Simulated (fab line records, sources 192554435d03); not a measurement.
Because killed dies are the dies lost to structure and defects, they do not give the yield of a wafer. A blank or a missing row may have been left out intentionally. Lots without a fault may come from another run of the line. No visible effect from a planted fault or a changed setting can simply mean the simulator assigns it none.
Chamber matching    flow n5-finfet    N5_BEOL_M6_PECVD_70 on pecvd-01: 3 sister chambers
The step deposits SiO2 from TEOS/O2, target thk 20 nm, time 22.7 s. 14 wafers are shown with their chamber, then 7 later ones without.

== WAFERS WITH THEIR CHAMBER ==
wafer   chamber  heater-power-w (W)  showerhead-plenum-p-Torr (Torr)  throttle-valve-pct (%)
L075.1  1        957                 8.75                             23.1
L075.2  0        771                 8.77                             22.6
L075.3  2        547                 8.81                             21.7
L079.1  0        773                 8.77                             22.7
L079.4  1        890                 8.75                             23.1
L079.6  2        605                 8.81                             21.9
L080.4  1        870                 8.75                             22.9
L080.5  2        596                 8.81                             22.1
L080.6  0        780                 8.77                             22.3
L083.2  1        945                 8.77                             23.1
L083.4  1        924                 8.76                             23.0
L083.6  2        583                 8.80                             21.7
L087.1  0        758                 8.76                             22.5
L087.5  0        794                 8.77                             22.8

SIGNATURES (means of the wafers above)
reading                   chamber 0  chamber 1  chamber 2  scatter within a chamber
heater-power-w            775.20     917.20     582.75     27
showerhead-plenum-p-Torr  8.7680     8.7560     8.8075     0.00657
throttle-valve-pct        22.580     23.040     21.850     0.162
Rule: a wafer's distance from a chamber is the root of the sum, over the readings, of the square of ((its reading less the chamber's mean) divided by the reading's scatter). If the next closest chamber is less than 2 further off than the closest, the wafer can't be placed; otherwise it belongs to the closest. The scatter: the root of (the sum of the squares of (reading less its chamber's mean) over the shown wafers, divided by (wafers less chambers)).

== WAFERS WITHOUT THEIR CHAMBER ==
wafer   heater-power-w (W)  showerhead-plenum-p-Torr (Torr)  throttle-valve-pct (%)
L087.6  804                 8.79                             23.2
L089.1  874                 8.78                             23.3
L089.3  749                 8.79                             22.8
L089.4  729                 8.78                             22.5
L090.3  790                 8.76                             22.4
L090.5  937                 8.77                             23.1
L090.6  771                 8.77                             22.8

== CHAMBER TAKEN BY EACH ==
wafer   from the rows above      in truth
L087.6  can't be placed: 0 or 1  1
L089.1  can't be placed: 1 or 0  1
L089.3  0                        0
L089.4  0                        0
L090.3  0                        0
L090.5  1                        1
L090.6  0                        0
Placed correctly: 5 of 7. From these rows, 2 cannot be placed; in 2 the true chamber is one of the candidates. Wrongly placed: 0.
